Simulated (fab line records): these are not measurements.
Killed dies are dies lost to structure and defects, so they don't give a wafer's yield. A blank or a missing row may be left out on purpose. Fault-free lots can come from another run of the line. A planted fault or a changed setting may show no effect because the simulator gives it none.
Lot-split experiment    flow n5_finfet    on a route of 1938 steps: 7 lots, 21 wafers read

== ON THE SPLIT ==
At N5_BEOL_M0_ETCH_138 (etches SiCN in CH3F/O2, target depth 12 nm, time 31.6 s), the setting bias_w was moved away from the recipe's 75 W on 12 of the 21 wafers read, by -13.8% to +14.7%. This setting was run at the recipe's value on the other wafers.

The split's own step is where the reading is taken.

== THE READING ==
rf_vpp_V, in V, at N5_BEOL_M0_ETCH_138 (etches SiCN in CH3F/O2, target depth 12 nm, time 31.6 s). Fault-free wafers of this fab line usually give 297.5 V, standard deviation 1.3 V.

wafer   tool, chamber at the split  bias_w as run, W  against the recipe  rf_vpp_V, V  against lot-mates on the recipe
L075.1  rie_diel-06, 2              64.62             -13.8%              269.0        -28.9
L075.4  rie_diel-06, 0              64.62             -13.8%              268.9        -29.0
L075.5  rie_diel-06, 3              75                recipe              297.9        -
L076.1  rie_diel-02, 3              81.61             +8.8%               317.7        +20.0
L076.4  rie_diel-02, 2              81.61             +8.8%               314.3        +16.6
L076.5  rie_diel-02, 2              75                recipe              297.7        -
L084.1  rie_diel-06, 3              75                recipe              296.1        -
L084.4  rie_diel-06, 1              70.53             -6.0%               287.0        -9.1
L084.5  rie_diel-06, 3              70.53             -6.0%               286.5        -9.6
L091.3  rie_diel-04, 3              75                recipe              297.5        -
L091.4  rie_diel-04, 2              75                recipe              297.8        -
L091.5  rie_diel-04, 1              75                recipe              296.0        -
L094.1  rie_diel-06, 0              75                recipe              297.4        -
L094.4  rie_diel-06, 2              70.97             -5.4%               286.8        -10.6
L094.6  rie_diel-06, 0              70.97             -5.4%               286.8        -10.6
L095.1  rie_diel-04, 2              66.95             -10.7%              276.5        -21.0
L095.2  rie_diel-04, 1              66.95             -10.7%              276.5        -21.0
L095.5  rie_diel-04, 3              75                recipe              297.5        -
L097.1  rie_diel-06, 1              75                recipe              299.2        -
L097.2  rie_diel-06, 2              86.03             +14.7%              323.1        +23.9
L097.3  rie_diel-06, 0              86.03             +14.7%              324.0        +24.8

THE FIT
A straight line over all 21 wafers: rf_vpp_V changes by +1.93 V for each +1% of bias_w; r = +1.00; the points scatter about the line by 1.4 V.
The same after taking each lot's own level away (the mean of its wafers on the recipe; 21 wafers): +1.88 V for each +1%; r = +0.99; scatter 1.8 V.
The reading moves by 28 V for the largest change in bias_w, on that fit.
Measured against the standard deviation above, the lots' own levels, which go from 296.10 to 299.20 V, span 2.4 times it.
The two slopes agree, so the slope changes little with the lot-to-lot level.
Check: for one of the wafers moved furthest among these (+14.7%), held out of the fit, the line's prediction against its lot-mates is +28.4 V. It came out at +23.9 V against them.
Tool readings at the split's step, against how far the setting was moved: rf_vpp_V r = +1.00.

== FURTHER SPLITS ON THESE WAFERS ==
These wafers also went through other splits before the reading. Each is held against what the fit with the lots' levels taken away leaves over:
other split on the same wafers          wafers away from the commonest value  r with rf_vpp_V (lot level and that fit taken away)
N5_MOL_CONTACT_COAG_COAT_103 spin_rpm   14                                    +0.01
N5_MOL_CONTACT_COAG_ALD_131 ald_cycles  5                                     +0.38

== FILE'S OWN FIT ==
rf_vpp_V changes by +1.89 V for each +1% of bias_w, r = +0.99.
